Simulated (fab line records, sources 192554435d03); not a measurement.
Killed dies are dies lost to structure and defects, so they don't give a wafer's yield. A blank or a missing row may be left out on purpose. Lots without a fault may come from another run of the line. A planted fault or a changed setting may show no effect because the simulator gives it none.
Chamber matching | flow n5_finfet | N5_BEOL_M3_STRIP_19 on rie_diel-06: 4 sister chambers
The step strips in O2. 8 wafers are shown with their chamber, then 7 later ones without.

WAFERS WITH THEIR CHAMBER
wafer  | chamber | showerhead_plenum_p_Torr (Torr) | oes_product_au (a.u.)
L999.1 | 2       | 2.12                            | 0.80
L101.3 | 1       | 2.06                            | 0.94
L101.4 | 3       | 1.98                            | 0.68
L103.1 | 3       | 1.98                            | 0.67
L103.2 | 0       | 2.19                            | 0.76
L103.4 | 1       | 2.06                            | 0.93
L115.1 | 0       | 2.18                            | 0.74
L115.4 | 2       | 2.10                            | 0.77

WAFERS WITHOUT THEIR CHAMBER
wafer  | showerhead_plenum_p_Torr (Torr) | oes_product_au (a.u.)
L115.5 | 2.05                            | 0.89
L118.3 | 2.05                            | 0.89
L118.4 | 2.10                            | 0.77
L118.6 | 2.24                            | 0.98
L119.3 | 2.23                            | 0.96
L119.4 | 2.18                            | 0.74
L119.5 | 2.24                            | 0.95

WHICH CHAMBER EACH WENT THROUGH
wafer  | from the rows above | in truth
L115.5 | 1                   | 1
L118.3 | 1                   | 1
L118.4 | 2                   | 2
L118.6 | 0                   | 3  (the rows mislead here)
L119.3 | 0                   | 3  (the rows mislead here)
L119.4 | 0                   | 0
L119.5 | 0                   | 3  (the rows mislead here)
Placed correctly: 4 of 7. Can't be placed from these rows: 0. Placed wrongly: 3.
How it was worked out, from the rows above alone: a wafer's distance from a chamber is the root of the sum, over the readings, of the square of ((its reading less the chamber's mean) divided by the reading's scatter). The wafer belongs to the nearest chamber; if the next one is less than 2 further off, it can't be placed. A chamber's mean is the mean of its shown wafers. The scatter: the root of (the sum of the squares of (reading less its chamber's mean) over the shown wafers, divided by (wafers less chambers)).
